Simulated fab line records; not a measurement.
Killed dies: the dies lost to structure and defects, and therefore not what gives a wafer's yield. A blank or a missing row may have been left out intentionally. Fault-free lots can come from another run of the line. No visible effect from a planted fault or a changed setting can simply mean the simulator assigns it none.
Matching of chambers | flow n5Finfet | N5_BEOL_M10_ETCH_65 on rieDiel-06 has 4 sister chambers
The step etches SiARC in CF4, target depth 39 nm, time 65 s. 4 wafers are shown with their chamber, then 11 later ones without.

## WAFERS PAIRED WITH THEIR CHAMBERS
wafer  | chamber | showerheadPlenumPTorr (Torr)
L077.3 | 1       | 2.12
L087.3 | 0       | 2.20
L087.4 | 3       | 2.03
L090.3 | 2       | 2.28

## WAFERS WHOSE CHAMBER IS MISSING
wafer  | showerheadPlenumPTorr (Torr)
L090.4 | 2.03
L090.5 | 2.20
L094.1 | 2.03
L094.2 | 2.19
L094.4 | 2.11
L095.1 | 2.03
L095.3 | 2.11
L095.6 | 2.11
L097.1 | 2.19
L097.4 | 2.03
L097.6 | 2.03

## WHICH CHAMBER EACH ONE RAN IN
wafer  | from the rows above | in truth
L090.4 | 3                   | 3
L090.5 | 0                   | 0
L094.1 | 3                   | 3
L094.2 | 0                   | 0
L094.4 | 1                   | 1
L095.1 | 3                   | 3
L095.3 | 1                   | 1
L095.6 | 1                   | 1
L097.1 | 0                   | 0
L097.4 | 3                   | 3
L097.6 | 3                   | 3
Correct placement for 11 of the 11. Left unplaced by these rows: 0. Placed wrongly: 0.
How it was worked out, from the rows above alone: a wafer's distance from a chamber is the root of the sum, over the readings, of the square of ((its reading less the chamber's mean) divided by the reading's scatter). If the next closest chamber is less than 2 further off than the closest, the wafer can't be placed; otherwise it belongs to the closest. Each chamber's mean is taken over the wafers shown for it. The scatter: with one shown wafer a chamber, the root of the mean of the squares of how far each hidden wafer lies from its nearest shown one.
